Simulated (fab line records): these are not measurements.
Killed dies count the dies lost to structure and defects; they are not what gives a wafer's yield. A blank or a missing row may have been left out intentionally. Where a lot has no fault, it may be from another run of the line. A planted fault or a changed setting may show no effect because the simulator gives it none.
Which tool did it? / flow nand_harc / Sampling: 12 lots, 36 wafers, 3 of 1302 route steps

== WHAT THE GAUGES READ, wafer by wafer ==
NHARC_P_ZERO_WELL_CD_MEAS_24 targets a cd of 720 nm.
lot=L994; measured=day 1 22:28; on=cd_sem-02; cd_nm (nm)=717.9 718.1 717.2
lot=L995; measured=day 2 08:46; on=cd_sem-01; cd_nm (nm)=722.0 720.3 723.1
lot=L996; measured=day 2 18:27; on=cd_sem-03; cd_nm (nm)=719.1 717.6 719.2
lot=L997; measured=day 3 04:35; on=cd_sem-02; cd_nm (nm)=719.0 718.9 721.0
lot=L101; measured=day 4 20:28; on=cd_sem-02; cd_nm (nm)=719.6 720.2 717.8
lot=L102; measured=day 5 06:34; on=cd_sem-01; cd_nm (nm)=719.2 718.4 720.6
lot=L103; measured=day 5 16:38; on=cd_sem-02; cd_nm (nm)=721.1 721.4 721.0
lot=L106; measured=day 6 22:38; on=cd_sem-02; cd_nm (nm)=683.7 683.2 684.2
lot=L109; measured=day 8 04:20; on=cd_sem-02; cd_nm (nm)=719.7 718.3 717.3
lot=L114; measured=day 10 07:04; on=cd_sem-02; cd_nm (nm)=718.1 719.3 717.6
lot=L115; measured=day 10 16:27; on=cd_sem-02; cd_nm (nm)=720.0 719.2 718.0
lot=L116; measured=day 11 02:36; on=cd_sem-01; cd_nm (nm)=719.3 718.0 718.6

== WHAT TOOL EACH LOT RAN ON (gives the tool, then ch and the chambers of the sampled wafers, and finally the start) ==
lot=L994; NHARC_P_ZERO_WELL_ETCH_63=rie_si-06 ch 0,2, day 1 21:40; NHARC_P_ZERO_WELL_EXPOSE_21=krf_scanner-03 ch 0, day 1 22:18
lot=L995; NHARC_P_ZERO_WELL_ETCH_63=rie_si-01 ch 1,2,3, day 2 07:50; NHARC_P_ZERO_WELL_EXPOSE_21=krf_scanner-04 ch 0, day 2 08:37
lot=L996; NHARC_P_ZERO_WELL_ETCH_63=rie_si-01 ch 0,2,3, day 2 17:31; NHARC_P_ZERO_WELL_EXPOSE_21=krf_scanner-02 ch 0, day 2 18:18
lot=L997; NHARC_P_ZERO_WELL_ETCH_63=rie_si-01 ch 1,2,3, day 3 03:42; NHARC_P_ZERO_WELL_EXPOSE_21=krf_scanner-04 ch 0, day 3 04:26
lot=L101; NHARC_P_ZERO_WELL_ETCH_63=rie_si-06 ch 1,2,3, day 4 19:34; NHARC_P_ZERO_WELL_EXPOSE_21=krf_scanner-02 ch 0, day 4 20:19
lot=L102; NHARC_P_ZERO_WELL_ETCH_63=rie_si-03 ch 1,2,3, day 5 05:46; NHARC_P_ZERO_WELL_EXPOSE_21=krf_scanner-02 ch 0, day 5 06:24
lot=L103; NHARC_P_ZERO_WELL_ETCH_63=rie_si-01 ch 0,1, day 5 15:43; NHARC_P_ZERO_WELL_EXPOSE_21=krf_scanner-04 ch 0, day 5 16:29
lot=L106; NHARC_P_ZERO_WELL_ETCH_63=rie_si-03 ch 0,1,3, day 6 21:43; NHARC_P_ZERO_WELL_EXPOSE_21=krf_scanner-02 ch 0, day 6 22:29
lot=L109; NHARC_P_ZERO_WELL_ETCH_63=rie_si-03 ch 0,1, day 8 03:32; NHARC_P_ZERO_WELL_EXPOSE_21=krf_scanner-04 ch 0, day 8 04:11
lot=L114; NHARC_P_ZERO_WELL_ETCH_63=rie_si-06 ch 0,2,3, day 10 06:08; NHARC_P_ZERO_WELL_EXPOSE_21=krf_scanner-02 ch 0, day 10 06:54
lot=L115; NHARC_P_ZERO_WELL_ETCH_63=rie_si-06 ch 0,2,3, day 10 15:32; NHARC_P_ZERO_WELL_EXPOSE_21=krf_scanner-04 ch 0, day 10 16:17
lot=L116; NHARC_P_ZERO_WELL_ETCH_63=rie_si-03 ch 0,1,2, day 11 01:40; NHARC_P_ZERO_WELL_EXPOSE_21=krf_scanner-03 ch 0, day 11 02:26
- NHARC_P_ZERO_WELL_ETCH_63: etches the open film in HBr/Cl2, target depth 120 nm, time 40.1 s.
- NHARC_P_ZERO_WELL_EXPOSE_21: exposes mask P NWELL, target cd 720 nm.

== AS READ BY THE TOOLS THEMSELVES (means over the sampled wafers that have a number; for cases with no such wafer, the mark the record gives instead) ==
NHARC_P_ZERO_WELL_ETCH_63.
lot=L994; tool=rie_si-06; drypump_motor_current_A (A)=6.1; he_backside_leak_sccm (sccm)=2.5; oes_product_au (a.u.)=0.997; throttle_valve_pct (%)=26.409
lot=L995; tool=rie_si-01; drypump_motor_current_A (A)=5.8; he_backside_leak_sccm (sccm)=2.9; oes_product_au (a.u.)=0.996; throttle_valve_pct (%)=26.403
lot=L996; tool=rie_si-01; drypump_motor_current_A (A)=5.8; he_backside_leak_sccm (sccm)=2.8; oes_product_au (a.u.)=0.999; throttle_valve_pct (%)=26.413
lot=L997; tool=rie_si-01; drypump_motor_current_A (A)=5.9; he_backside_leak_sccm (sccm)=3.0; oes_product_au (a.u.)=1.003; throttle_valve_pct (%)=26.398
lot=L101; tool=rie_si-06; drypump_motor_current_A (A)=6.0; he_backside_leak_sccm (sccm)=2.6; oes_product_au (a.u.)=0.992; throttle_valve_pct (%)=26.408
lot=L102; tool=rie_si-03; drypump_motor_current_A (A)=5.9; he_backside_leak_sccm (sccm)=2.5; oes_product_au (a.u.)=1.004; throttle_valve_pct (%)=26.398
lot=L103; tool=rie_si-01; drypump_motor_current_A (A)=6.0; he_backside_leak_sccm (sccm)=2.8; oes_product_au (a.u.)=1.007; throttle_valve_pct (%)=26.410
lot=L106; tool=rie_si-03; drypump_motor_current_A (A)=5.9; he_backside_leak_sccm (sccm)=2.7; oes_product_au (a.u.)=0.996; throttle_valve_pct (%)=26.405
lot=L109; tool=rie_si-03; drypump_motor_current_A (A)=5.8; he_backside_leak_sccm (sccm)=3.1; oes_product_au (a.u.)=0.999; throttle_valve_pct (%)=26.400
lot=L114; tool=rie_si-06; drypump_motor_current_A (A)=6.0; he_backside_leak_sccm (sccm)=2.7; oes_product_au (a.u.)=1.006; throttle_valve_pct (%)=26.399
lot=L115; tool=rie_si-06; drypump_motor_current_A (A)=6.0; he_backside_leak_sccm (sccm)=2.6; oes_product_au (a.u.)=0.995; throttle_valve_pct (%)=26.407
lot=L116; tool=rie_si-03; drypump_motor_current_A (A)=5.8; he_backside_leak_sccm (sccm)=2.6; oes_product_au (a.u.)=0.996; throttle_valve_pct (%)=26.398

== THE ANSWER, worked out from the rows above alone ==
Rule: the lots themselves supply what counts as usual. The widest of any qualifying gaps counts: lots, ordered by their means at a reading, are off when they make up no more than a third of the lots, leave a main group of 4 or more, and stand apart from it by 3 or more times the standard deviation of that group's means. A main group whose means are all the same, to the digits that the tables above print for the reading, isn't used. Also off: a lot with no number at a reading for which 4 or more lots have one. Any other lot the step has rows for is counted as sound. After the gauges, taken in route order, come the tools' own readings; for these a lot's mean is taken, as printed above. At the first step where some lot is off, the reading lying furthest off is the one used; lots without a number count as furthest.
Off: L106, at NHARC_P_ZERO_WELL_CD_MEAS_24 (cd_nm). The main group: mean 719.3 nm, standard deviation 1.2.
A tool fits if, at a process step before that reading, it ran every lot that is off, and no sound lot after the first of them. Gauges at NHARC_P_ZERO_WELL_CD_MEAS_24: tried the same way as those tools. Of those tried, none fits.

== WHAT THE SIMULATOR PUT IN ==
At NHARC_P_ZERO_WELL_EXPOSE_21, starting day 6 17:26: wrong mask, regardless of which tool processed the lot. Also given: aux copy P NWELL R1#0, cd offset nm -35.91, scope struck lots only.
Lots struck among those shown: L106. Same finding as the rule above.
